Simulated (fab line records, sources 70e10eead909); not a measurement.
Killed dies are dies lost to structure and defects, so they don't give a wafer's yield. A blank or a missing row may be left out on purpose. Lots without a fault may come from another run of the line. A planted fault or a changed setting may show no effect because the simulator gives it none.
Chamber matching | flow nand_harc | NHARC_A_ZERO_WELL_DESCUM_12 on rie_diel-06: 4 sister chambers
The step chemistry O2, time 3 s. 4 wafers are shown with their chamber, then 7 later ones without.

WAFERS WITH THEIR CHAMBER
wafer  | chamber | drypump_motor_current_A (A)
L084.1 | 0       | 6.1
L084.5 | 3       | 5.9
L084.6 | 2       | 5.9
L085.5 | 1       | 4.9

WAFERS WITHOUT THEIR CHAMBER
wafer  | drypump_motor_current_A (A)
L085.6 | 5.8
L089.2 | 5.9
L089.3 | 4.9
L089.5 | 5.9
L095.3 | 6.1
L095.5 | 6.1
L095.6 | 5.9

WHICH CHAMBER EACH WENT THROUGH
wafer  | from the rows above     | in truth
L085.6 | can't be placed: 2 or 3 | 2
L089.2 | can't be placed: 2 or 3 | 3
L089.3 | 1                       | 1
L089.5 | can't be placed: 2 or 3 | 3
L095.3 | 0                       | 0
L095.5 | 0                       | 0
L095.6 | can't be placed: 2 or 3 | 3
Placed correctly: 3 of 7. Can't be placed from these rows: 4 (the true chamber is among the candidates in 4). Placed wrongly: 0.
How it was worked out, from the rows above alone: a wafer's distance from a chamber is the root of the sum, over the readings, of the square of ((its reading less the chamber's mean) divided by the reading's scatter). The wafer belongs to the nearest chamber; if the next one is less than 2 further off, it can't be placed. A chamber's mean is the mean of its shown wafers. The scatter: with one shown wafer a chamber, the root of the mean of the squares of how far each hidden wafer lies from its nearest shown one.
